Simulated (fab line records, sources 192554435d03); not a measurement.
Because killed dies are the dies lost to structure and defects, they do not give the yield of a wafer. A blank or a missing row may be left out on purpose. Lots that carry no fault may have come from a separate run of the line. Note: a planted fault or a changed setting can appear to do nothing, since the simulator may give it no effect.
Matching of chambers ; flow n5Finfet ; N5_BEOL_M11_CVD_75 on cvdCo-02 has 3 sister chambers
The step deposits Co from CCTBA/H2, target thk 2 nm, time 138.9 s. 6 wafers are shown with their chamber, then 7 later ones without.

WAFERS WITH THEIR CHAMBER
wafer;chamber;runLengthS (s)
L852.5;1;161.8
L859.4;1;161.9
L859.5;2;161.7
L859.6;0;162.0
L860.1;0;161.7
L860.3;2;161.7

WAFERS MISSING THEIR CHAMBER
wafer;runLengthS (s)
L860.6;161.7
L861.1;161.8
L861.5;161.9
L861.6;161.8
L862.1;162.2
L862.2;161.7
L862.6;162.3

THE CHAMBER EACH PASSED THROUGH
wafer;from the rows above;in truth
L860.6;can't be placed: 2 or 0 or 1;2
L861.1;can't be placed: 0 or 1 or 2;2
L861.5;can't be placed: 1 or 0 or 2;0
L861.6;can't be placed: 0 or 1 or 2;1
L862.1;can't be placed: 1 or 0 or 2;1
L862.2;can't be placed: 2 or 0 or 1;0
L862.6;can't be placed: 1 or 0 or 2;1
Placed correctly: 0 of 7. From these rows, 7 cannot be placed; in 7 the true chamber is one of the candidates. Number placed wrongly: 0.
How it was worked out, from the rows above alone: a wafer's distance from a chamber is the root of the sum, over the readings, of the square of ((its reading less the chamber's mean) divided by the reading's scatter). If the next closest chamber is less than 2 further off than the closest, the wafer can't be placed; otherwise it belongs to the closest. Each chamber's mean is taken over the wafers shown for it. The scatter: take each reading less its chamber's mean, square it, sum over the shown wafers, divide by the number of wafers less the number of chambers, and take the root.
